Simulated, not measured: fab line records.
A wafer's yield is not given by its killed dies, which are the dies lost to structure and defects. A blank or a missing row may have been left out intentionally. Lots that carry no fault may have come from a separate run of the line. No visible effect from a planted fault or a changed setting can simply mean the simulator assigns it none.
fab line records ; flow nand-harc
record lots=5; wafers=15; last-day=32
route steps=1302 shown A_CONTACT@1073
lots that met no fault: taken from a fault-free run of the same line
start-h: hours from the record's first day to the start of the lot's first wafer shown ; wait-h: hours from the lot's prior step to this one ; " same as the row above ; L1.1+2: several wafers, shown together as one row ; - no value, or no start was given ; * or withheld: withheld ; < > ~ a bound
route shown NAME@n: names a module that has steps shown in the file, with the first one's number in the route ; usual: average and standard deviation across the fault-free wafers ; same: alike in all rows ; chamber/n: place in a boat ; sites: per-site readings ; _std_site: the standard deviation of these ; _edge_site: the outer-site mean with the inner-site mean subtracted ; radius-mm: how far each site lies from the wafer's centre ; mask NAME#n: copy n ; behind: the tool/chamber that last shaped the wafer ; hold: what put the lot on hold/how long, in hours/how the hold closed ; device: which transistor (n, p or np) failed to switch ; end of line: at the end of the route, the tests of the same wafers ; a step with no rows: only its recipe ; killed: count of dies lost to structure and defects at first sort (not the wafer's yield) ; map: dies across one wafer; x = killed, . = not, _ = none there
set.NAME: the setting as run; set.NAME@STEP: as run at that earlier step ; model.NAME: the simulator's own value behind a step, which no gauge read
certain route steps with their lots: each step a table, each wafer a row
services: when a tool's chamber went out of use (start-h, in hours from the record's first day, below 0 if earlier), for how many hours, and the reason
## steps
# step NHARC_A_CONTACT_SOFTBAKE_03
# recipe temp-c=105; time-s=55
# step NHARC_A_CONTACT_EBR_04
# step NHARC_A_CONTACT_EXPOSE_05
# recipe na=1.35; sigma-outer=0.8; dose-mj=84.24; mask-id=A_CC
# step NHARC_A_CONTACT_PEB_06
# recipe peb-temp-c=100; peb-time-s=65
# step NHARC_A_CONTACT_DEVELOP_07
# recipe develop-time-s=35; dev-temp-c=23
# step NHARC_A_CONTACT_CD_MEAS_08
# recipe target-cd-nm=200; landing-energy-ev=500
# usual cd-nm=200.1/0.48
lot.wafer;tool;chamber;start-h;wait-h;cd-nm
L188.3;cd-sem-03;0;503.96;-;200.3
L188.4;cd-sem-03;0;503.96;-;199.8
L188.6;cd-sem-03;0;503.96;-;199.7
L192.2;cd-sem-01;0;542.81;-;199.9
L192.4;cd-sem-01;0;542.81;-;199.1
L192.6;cd-sem-01;0;542.81;-;199.5
L197.1;cd-sem-01;0;614.23;-;200.4
L197.3;cd-sem-01;0;614.23;-;200.1
L197.5;cd-sem-01;0;614.23;-;200.0
L200.2;cd-sem-02;0;626.49;-;200.6
L200.3;cd-sem-02;0;626.49;-;200.4
L200.6;cd-sem-02;0;626.49;-;199.9
L211.1;cd-sem-02;0;722.09;-;200.2
L211.3;cd-sem-02;0;722.09;-;199.8
L211.4;cd-sem-02;0;722.09;-;200.0
# step NHARC_A_CONTACT_OVL_MEAS_09
# usual overlay-x-nm=0.3/0.97; overlay-y-nm=-0.2/0.83
lot.wafer;tool;chamber;start-h;wait-h;overlay-x-nm;overlay-y-nm
L188.3;overlay-02;-;504.05;-;0.9;0.8
L188.4;overlay-02;-;504.05;-;0.9;0.4
L188.6;overlay-02;-;504.05;-;1.2;0.7
L192.2;overlay-01;-;542.89;-;1.5;-0.2
L192.4;overlay-01;-;542.89;-;2.2;0.2
L192.6;overlay-01;-;542.89;-;1.5;-0.6
L197.1;overlay-02;-;614.32;-;1.1;0.6
L197.3;overlay-02;-;614.32;-;1.0;0.7
L197.5;overlay-02;-;614.32;-;0.6;0.6
L200.2;overlay-02;-;626.57;-;-0.9;0.7
L200.3;overlay-02;-;626.57;-;-0.6;0.5
L200.6;overlay-02;-;626.57;-;-0.3;0.3
L211.1;overlay-01;-;722.18;-;-1.2;-0.7
L211.3;overlay-01;-;722.18;-;-0.8;-0.3
L211.4;overlay-01;-;722.18;-;-0.7;-0.1
# step NHARC_A_CONTACT_INSPECT_10
# usual raw-defect-count=80/29
lot.wafer;tool;chamber;start-h;wait-h;raw-defect-count
L188.3;defect-inspect-02;-;504.08;0.0;63
L188.4;defect-inspect-02;-;504.08;0.0;75
L188.6;defect-inspect-02;-;504.08;0.0;71
L192.2;defect-inspect-01;-;542.93;0.0;57
L192.4;defect-inspect-01;-;542.93;0.0;61
L192.6;defect-inspect-01;-;542.93;0.0;67
L197.1;defect-inspect-02;-;614.36;0.0;78
L197.3;defect-inspect-02;-;614.36;0.0;64
L197.5;defect-inspect-02;-;614.36;0.0;72
L200.2;defect-inspect-02;-;626.61;0.0;75
L200.3;defect-inspect-02;-;626.61;0.0;102
L200.6;defect-inspect-02;-;626.61;0.0;92
L211.1;defect-inspect-02;-;722.22;0.0;138
L211.3;defect-inspect-02;-;722.22;0.0;131
L211.4;defect-inspect-02;-;722.22;0.0;107
# step NHARC_A_CONTACT_DESCUM_13
# recipe time-s=3; o2-flow-sccm=200; ar-flow-sccm=0; bias-power-w=0; chemistry=O2
# usual drypump-motor-current-A=5.9/0.35; oes-product-au=1.000/0.0072; rf-vpp-V=57.7/0.95; showerhead-plenum-p-Torr=1.91/0.082; throttle-valve-pct=11.312/0.0087
# same time-s=3
lot.wafer;tool;chamber;start-h;wait-h;drypump-motor-current-A;oes-product-au;rf-hours-counter-h;rf-vpp-V;showerhead-plenum-p-Torr;throttle-valve-pct
L188.4;rie-diel-01;3;504.15;0.1;5.6;1.006;20;57.1;1.84;11.307
L188.3;rie-diel-01;0;504.15;0.1;6.0;0.997;18;58.9;2.03;11.322
L188.6;rie-diel-01;3;504.15;0.1;5.6;1.002;-;58.6;1.84;11.314
L192.4;rie-diel-01;2;542.99;0.1;5.9;1.002;29;57.7;1.89;11.320
L192.2;rie-diel-01;1;542.99;0.1;5.9;1.006;28;58.6;2.00;11.327
L192.6;rie-diel-01;3;542.99;0.1;5.7;1.003;-;57.5;1.83;11.318
L197.1;rie-diel-01;2;614.44;0.1;5.9;1.002;7;56.9;1.88;11.308
L197.3;rie-diel-01;3;614.44;0.1;5.7;1.010;9;55.8;1.83;11.300
L197.5;rie-diel-01;0;614.44;0.1;6.1;0.996;-;58.4;2.03;11.301
L200.2;rie-diel-05;2;626.68;0.1;6.1;0.997;12;56.3;1.83;11.321
L200.3;rie-diel-05;3;626.68;0.1;6.1;0.999;11;56.9;1.89;11.322
L200.6;rie-diel-05;2;626.68;0.1;6.2;0.995;-;58.1;1.83;11.329
L211.1;rie-diel-01;3;722.28;0.1;5.7;1.002;23;57.4;1.83;11.298
L211.3;rie-diel-01;0;722.28;0.1;6.1;0.997;22;56.9;2.02;11.323
L211.4;rie-diel-01;1;722.28;0.1;5.9;1.000;22;57.6;1.99;11.298
# step NHARC_A_CONTACT_ETCH_88
# recipe target-depth-a=390; over-etch-frac=0.3; time-s=65; ion-energy-ev=80; cf4-flow-sccm=150; ar-flow-sccm=0; rf-w=300; bias-w=100; chemistry=CF4
# usual drypump-motor-current-A=5.9/0.33; oes-product-au=1.000/0.0069; rf-vpp-V=151.4/1.2; run-length-s=86.4/0.45; showerhead-plenum-p-Torr=1.77/0.068; throttle-valve-pct=13.283/0.0096
# same over-etch-frac=0.3; time-s=65
lot.wafer;tool;chamber;start-h;wait-h;drypump-motor-current-A;oes-product-au;rf-hours-counter-h;rf-vpp-V;run-length-s;showerhead-plenum-p-Torr;throttle-valve-pct
L188.3;rie-diel-01;3;504.23;0.1;5.7;1.001;20;150.4;85.9;1.70;13.292
L188.4;rie-diel-01;2;504.23;0.1;5.9;0.995;22;151.0;86.1;1.75;13.271
L188.6;rie-diel-01;3;504.23;0.1;5.7;0.999;-;149.6;86.7;1.70;13.282
L192.4;rie-diel-01;3;543.07;0.1;5.6;0.998;30;150.7;86.4;1.70;13.283
L192.2;rie-diel-01;0;543.07;0.1;6.1;0.994;27;153.9;86.0;1.87;13.295
L192.6;rie-diel-01;3;543.07;0.1;5.7;1.003;-;150.9;86.0;1.70;13.299
L197.1;rie-diel-01;3;614.51;0.1;5.6;1.000;9;149.8;86.2;1.70;13.292
L197.3;rie-diel-01;0;614.51;0.1;6.1;0.997;9;153.7;86.3;1.87;13.278
L197.5;rie-diel-01;3;614.51;0.1;5.6;0.997;-;152.3;86.2;1.70;13.274
L200.3;rie-diel-05;1;626.77;0.1;5.5;0.995;13;151.9;85.8;1.74;13.272
L200.2;rie-diel-05;2;626.77;0.1;6.2;1.002;12;150.8;86.6;1.69;13.275
L200.6;rie-diel-05;3;626.77;0.1;6.1;1.005;-;152.4;86.4;1.75;13.297
L211.3;rie-diel-01;3;722.36;0.1;5.6;1.008;23;151.0;86.0;1.69;13.275
L211.1;rie-diel-01;0;722.36;0.1;6.0;0.991;22;151.5;86.1;1.86;13.285
L211.4;rie-diel-01;1;722.36;0.1;5.9;0.988;22;152.6;86.8;1.83;13.281
# step NHARC_A_CONTACT_ETCH_89
# recipe target-depth-a=2600; over-etch-frac=0.3; time-s=475.3; ion-energy-ev=200; n2-flow-sccm=150; h2-flow-sccm=150; ar-flow-sccm=0; rf-w=400; bias-w=150; chemistry=N2/H2
# usual drypump-motor-current-A=5.9/0.34; oes-product-au=1.001/0.0076; rf-vpp-V=430.7/2.6; run-length-s=496.7/0.44; showerhead-plenum-p-Torr=2.04/0.09; throttle-valve-pct=14.173/0.0099
# same over-etch-frac=0.3; time-s=475.3
lot.wafer;tool;chamber;start-h;wait-h;drypump-motor-current-A;oes-product-au;rf-hours-counter-h;rf-vpp-V;run-length-s;showerhead-plenum-p-Torr;throttle-valve-pct
L188.3;rie-diel-01;1;-;-;5.9;1.002;20;433.3;497.1;2.13;14.164
L188.4;rie-diel-01;3;-;-;5.7;1.004;20;428.3;496.3;1.96;14.180
L188.6;rie-diel-01;1;-;-;5.9;1.000;-;433.1;497.1;2.13;14.177
L192.4;rie-diel-01;3;-;-;5.7;1.003;30;428.3;496.5;1.95;14.168
L192.2;rie-diel-01;0;-;-;6.0;0.993;28;434.7;496.4;2.17;14.183
L192.6;rie-diel-01;3;-;-;5.6;1.013;-;428.9;496.6;1.95;14.169
L197.1;rie-diel-01;1;-;-;5.9;0.997;10;432.1;497.1;2.13;14.171
L197.3;rie-diel-01;3;-;-;5.6;0.995;9;427.5;496.3;1.95;14.161
L197.5;rie-diel-01;1;-;-;5.9;1.009;-;432.5;497.4;2.13;14.168
L200.3;rie-diel-05;3;-;-;6.1;1.012;11;429.2;496.5;2.01;14.164
L200.2;rie-diel-05;2;-;-;6.2;1.000;13;429.1;497.1;1.95;14.175
L200.6;rie-diel-05;3;-;-;6.1;1.007;-;428.7;496.3;2.01;14.165
L211.3;rie-diel-01;3;-;-;5.6;1.014;23;427.5;496.7;1.94;14.188
L211.1;rie-diel-01;0;-;-;6.0;0.995;22;434.9;496.3;2.16;14.171
L211.4;rie-diel-01;1;-;-;5.9;1.005;22;431.5;497.1;2.12;14.190
# step NHARC_A_CONTACT_ETCH_30
# recipe target-depth-a=726; time-s=36.3; cf4-flow-sccm=100; chf3-flow-sccm=30; ar-flow-sccm=0; rf-w=500; bias-w=200; chemistry=CF4/CHF3
# usual drypump-motor-current-A=5.9/0.34; oes-product-au=0.936/0.02; rf-vpp-V=370.8/2.2; run-length-s=57.7/0.42; showerhead-plenum-p-Torr=1.58/0.063; throttle-valve-pct=16.802/0.0095
# same time-s=36.3
lot.wafer;tool;chamber;start-h;wait-h;drypump-motor-current-A;oes-product-au;rf-hours-counter-h;rf-vpp-V;run-length-s;showerhead-plenum-p-Torr;throttle-valve-pct
L188.3;rie-diel-01;0;-;-;6.0;0.919;18;375.8;57.8;1.67;16.803
L188.4;rie-diel-01;2;-;-;5.9;0.922;22;369.8;57.1;1.55;16.799
L188.6;rie-diel-01;0;-;-;6.0;0.907;-;373.3;57.5;1.67;16.814
L192.4;rie-diel-01;2;-;-;5.9;0.960;30;370.0;57.7;1.55;16.793
L192.2;rie-diel-01;3;-;-;5.7;0.966;30;367.8;57.7;1.51;16.797
L192.6;rie-diel-01;2;-;-;5.9;0.954;-;370.3;57.1;1.55;16.816
L197.3;rie-diel-01;3;-;-;5.7;0.929;9;369.4;58.0;1.51;16.787
L197.1;rie-diel-01;2;-;-;5.9;0.924;7;370.6;57.3;1.55;16.788
L197.5;rie-diel-01;3;-;-;5.7;0.921;-;369.1;57.3;1.51;16.788
L200.2;rie-diel-05;0;-;-;6.4;0.921;13;373.4;58.3;1.65;16.814
L200.3;rie-diel-05;3;-;-;6.1;0.927;12;369.9;58.0;1.55;16.783
L200.6;rie-diel-05;0;-;-;6.4;0.922;-;373.1;58.8;1.65;16.787
L211.4;rie-diel-01;0;-;-;6.0;0.950;22;374.3;57.9;1.66;16.790
L211.1;rie-diel-01;1;-;-;5.9;0.968;23;373.5;58.3;1.63;16.798
L211.3;rie-diel-01;2;-;-;5.9;0.967;21;369.4;57.3;1.55;16.802
# step NHARC_A_CONTACT_ETCH_31
# recipe target-depth-a=28000; over-etch-frac=0.3; time-s=728; ion-energy-ev=150; o2-flow-sccm=400; cos-flow-sccm=20; ar-flow-sccm=0; rf-w=500; bias-w=300; chemistry=O2/COS
# usual drypump-motor-current-A=5.9/0.34; oes-product-au=0.999/0.0075; rf-vpp-V=314.2/1.9; run-length-s=749.4/0.47; showerhead-plenum-p-Torr=3.12/0.12; throttle-valve-pct=28.331/0.0092
# same over-etch-frac=0.3
lot.wafer;tool;chamber;start-h;wait-h;drypump-motor-current-A;oes-product-au;rf-hours-counter-h;rf-vpp-V;run-length-s;showerhead-plenum-p-Torr;throttle-valve-pct
L188.4;rie-diel-01;3;504.74;-;5.7;1.002;20;312.8;749.3;3.00;28.334
L188.3;rie-diel-01;0;504.74;-;6.0;0.987;18;317.7;749.2;3.31;28.336
L188.6;rie-diel-01;3;504.74;-;5.7;0.994;-;313.2;749.5;3.00;28.337
L192.2;rie-diel-01;3;543.69;-;5.7;1.001;30;311.7;749.0;3.00;28.319
L192.4;rie-diel-01;0;543.69;-;6.0;0.995;28;315.2;749.1;3.30;28.332
L192.6;rie-diel-01;1;543.69;-;5.9;1.000;-;318.7;750.4;3.25;28.318
L197.3;rie-diel-01;2;615.09;-;5.9;1.015;7;312.6;748.9;3.08;28.339
L197.1;rie-diel-01;0;615.09;-;6.1;0.990;10;315.5;749.3;3.30;28.327
L197.5;rie-diel-01;1;615.09;-;5.9;1.015;-;314.8;750.0;3.24;28.339
L200.3;rie-diel-05;3;628.17;-;6.1;0.997;12;312.3;749.4;3.08;28.340
L200.2;rie-diel-05;2;628.17;-;6.2;0.997;14;313.6;749.1;2.99;28.343
L200.6;rie-diel-05;0;628.17;-;6.4;0.988;-;316.0;750.5;3.28;28.326
L211.4;rie-diel-01;2;723.10;-;5.9;0.994;21;313.9;749.2;3.07;28.326
L211.3;rie-diel-01;3;723.10;-;5.7;1.008;24;312.0;749.0;2.99;28.330
L211.1;rie-diel-01;0;723.10;-;6.0;0.994;23;315.5;586.1;3.29;28.316
# step NHARC_A_CONTACT_ETCH_134
# recipe source-w=withheld; pressure-mtorr=20; bias-v=withheld; time-s=140; target-depth-a=7000; ar-flow-sccm=withheld; c4f8-flow-sccm=withheld; o2-flow-sccm=withheld; chemistry=C4F8/O2/Ar
# usual oes-air-line-au=0.999/0.021; run-length-s=141.4/0.41
# same time-s=140
lot.wafer;tool;chamber;start-h;wait-h;oes-air-line-au;rf-hours-counter-h;run-length-s
L188.3;har-cap-etch-02;0;505.33;-;0.993;-;141.2
L188.4;har-cap-etch-02;1;505.33;-;0.992;-;141.5
L188.6;har-cap-etch-02;1;505.33;-;0.994;-;141.3
L192.2;har-cap-etch-01;0;544.15;-;0.991;6;141.8
L192.4;har-cap-etch-01;1;544.15;-;1.005;-;141.3
L192.6;har-cap-etch-01;1;544.15;-;1.019;-;141.6
L197.1;har-cap-etch-02;1;615.56;-;1.022;109;141.0
L197.3;har-cap-etch-02;1;615.56;-;1.021;-;141.2
L197.5;har-cap-etch-02;1;615.56;-;1.019;-;141.1
L200.2;har-cap-etch-02;1;629.24;-;0.996;112;140.9
L200.3;har-cap-etch-02;0;629.24;-;1.009;-;141.5
L200.6;har-cap-etch-02;0;629.24;-;1.016;-;141.5
L211.1;har-cap-etch-01;1;723.61;-;0.995;34;141.2
L211.4;har-cap-etch-01;0;723.61;-;1.001;-;141.6
L211.3;har-cap-etch-01;1;723.61;-;0.980;-;141.4
## services
tool;chamber;start-h;hours;kind
rie-diel-01;0;487.82;-;clean
rie-diel-01;1;487.82;-;clean
rie-diel-01;2;487.82;-;clean
rie-diel-01;3;487.82;-;clean
har-cap-etch-01;-;497.00;17.0;pm
rie-diel-05;1;511.35;3.4;repair
rie-diel-01;0;512.32;-;clean
rie-diel-01;1;512.32;-;clean
rie-diel-01;2;512.32;-;clean
rie-diel-01;3;512.32;-;clean
rie-diel-01;2;532.67;6.3;repair
rie-diel-01;0;536.90;-;clean
rie-diel-01;1;536.90;-;clean
rie-diel-01;3;536.90;-;clean
rie-diel-01;-;558.32;9.0;pm
rie-diel-01;0;558.32;9.0;vent-cycle
rie-diel-01;1;558.32;9.0;vent-cycle
rie-diel-01;2;558.32;9.0;vent-cycle
rie-diel-01;3;558.32;9.0;vent-cycle
rie-diel-05;-;586.10;9.0;pm
rie-diel-01;-;619.30;36.6;repair
har-cap-etch-01;-;648.89;25.2;repair
rie-diel-05;3;662.16;5.9;repair
rie-diel-05;3;670.92;15.3;repair
## key
first-sign step=NHARC_A_CONTACT_ETCH_31; reading=run-length-s; direction=down; sigmas=99+; usual=*; struck=*
effect none on later readings
met-at NHARC_A_CONTACT_ETCH_31
struck-wafers L211.1
sort-left-out L211.1
tester-left-out L211
onset-between 615.09 723.10
fault kind=process-parameter-drift; tool=rie-diel-01; chamber=0; onset-h=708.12; steps=NHARC_A_CONTACT_ETCH_31; channel=time-s; offset=*; shape=step; end-h=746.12; acts-in=*; stated=*
# tester-left-out: of these lots the tester's yield and bins aren't shown, on N5 and GAA mostly nor the transistor test; their killed dies are dies lost to structure and defects alone, not to doping, threshold or leakage, so they don't give the yield
# sort-left-out: the simulated sort isn't trusted on such a fault, so these wafers' sort isn't shown, and their yield isn't known
